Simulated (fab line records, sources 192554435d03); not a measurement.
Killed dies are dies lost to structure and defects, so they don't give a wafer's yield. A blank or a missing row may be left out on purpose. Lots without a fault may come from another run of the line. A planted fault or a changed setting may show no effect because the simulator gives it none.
Chamber matching | flow n5_finfet | N5_BEOL_M0_SAQP_ILD_DEP_01 on pecvd-03: 3 sister chambers
The step deposits SiOC from DEMS/O2, target thk 45.419 nm, time 8.7 s. 3 wafers are shown with their chamber, then 7 later ones without.

WAFERS WITH THEIR CHAMBER
wafer  | chamber | throttle_valve_pct (%)
L095.6 | 2       | 12.3
L094.3 | 0       | 12.5
L094.4 | 1       | 12.4

WAFERS WITHOUT THEIR CHAMBER
wafer  | throttle_valve_pct (%)
L094.5 | 12.1
L090.1 | 12.3
L090.3 | 12.1
L090.6 | 12.4
L087.1 | 12.6
L087.2 | 12.2
L087.3 | 12.4

WHICH CHAMBER EACH WENT THROUGH
wafer  | from the rows above          | in truth
L094.5 | can't be placed: 2 or 1 or 0 | 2
L090.1 | can't be placed: 2 or 1 or 0 | 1
L090.3 | can't be placed: 2 or 1 or 0 | 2
L090.6 | can't be placed: 1 or 0 or 2 | 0
L087.1 | can't be placed: 0 or 1 or 2 | 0
L087.2 | can't be placed: 2 or 1 or 0 | 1
L087.3 | can't be placed: 1 or 0 or 2 | 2
Placed correctly: 0 of 7. Can't be placed from these rows: 7 (the true chamber is among the candidates in 7). Placed wrongly: 0.
How it was worked out, from the rows above alone: a wafer's distance from a chamber is the root of the sum, over the readings, of the square of ((its reading less the chamber's mean) divided by the reading's scatter). The wafer belongs to the nearest chamber; if the next one is less than 2 further off, it can't be placed. A chamber's mean is the mean of its shown wafers. The scatter: with one shown wafer a chamber, the root of the mean of the squares of how far each hidden wafer lies from its nearest shown one.
